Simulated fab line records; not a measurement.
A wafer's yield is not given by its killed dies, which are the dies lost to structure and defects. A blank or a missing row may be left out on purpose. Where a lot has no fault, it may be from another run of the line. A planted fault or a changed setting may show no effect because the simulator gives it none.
Which tool is to blame? || flow n5_finfet || 12 lots (36 wafers sampled), 1 step of a 1938-step route

== WHAT THE GAUGES SHOWED, per wafer ==
N5_BEOL_M15_THK_MEAS_01.
{"lot": "L075", "measured": "day 12 01:15", "on": "film_metro-02", "M15_ILD_THK (nm)": "1657 1622 1643"}
{"lot": "L077", "measured": "day 12 08:36", "on": "film_metro-02", "M15_ILD_THK (nm)": "1621 1675 1646"}
{"lot": "L079", "measured": "day 12 18:26", "on": "film_metro-02", "M15_ILD_THK (nm)": "1639 1669 1654"}
{"lot": "L082", "measured": "day 13 06:27", "on": "film_metro-01", "M15_ILD_THK (nm)": "1617 1621 1639"}
{"lot": "L083", "measured": "day 13 17:04", "on": "film_metro-02", "M15_ILD_THK (nm)": "1624 1665 1662"}
{"lot": "L085", "measured": "day 14 18:32", "on": "film_metro-02", "M15_ILD_THK (nm)": "1639 1678 1658"}
{"lot": "L088", "measured": "day 15 05:29", "on": "film_metro-01", "M15_ILD_THK (nm)": "1647 1640 1668"}
{"lot": "L089", "measured": "day 15 13:11", "on": "film_metro-01", "M15_ILD_THK (nm)": "1634 1656 1666"}
{"lot": "L091", "measured": "day 16 00:24", "on": "film_metro-02", "M15_ILD_THK (nm)": "1601 1655 1614"}
{"lot": "L094", "measured": "day 16 16:38", "on": "film_metro-01", "M15_ILD_THK (nm)": "1652 1653 1633"}
{"lot": "L095", "measured": "day 17 05:43", "on": "film_metro-01", "M15_ILD_THK (nm)": "1617 1642 1653"}
{"lot": "L096", "measured": "day 17 07:28", "on": "film_metro-02", "M15_ILD_THK (nm)": "1624 1651 1625"}

== TOOL THAT RAN EACH LOT (tool first, then ch and the chambers of the sampled wafers, then the start) ==
The record holds no process step before these readings.

== THE ANSWER, worked out from the rows above alone ==
Rule: the lots themselves supply what counts as usual. The widest of any qualifying gaps counts: lots, ordered by their means at a reading, are off when they make up no more than a third of the lots, leave a main group of 4 or more, and stand apart from it by 3 or more times the standard deviation of that group's means. A main group whose means are all the same, to the digits that the tables above print for the reading, isn't used. Also off: a lot with no number at a reading for which 4 or more lots have one. The other lots that the step has rows for count as sound.
No lot is off on any of the readings shown, so nothing can be concluded from this.

== WHAT THE SIMULATOR PUT IN ==
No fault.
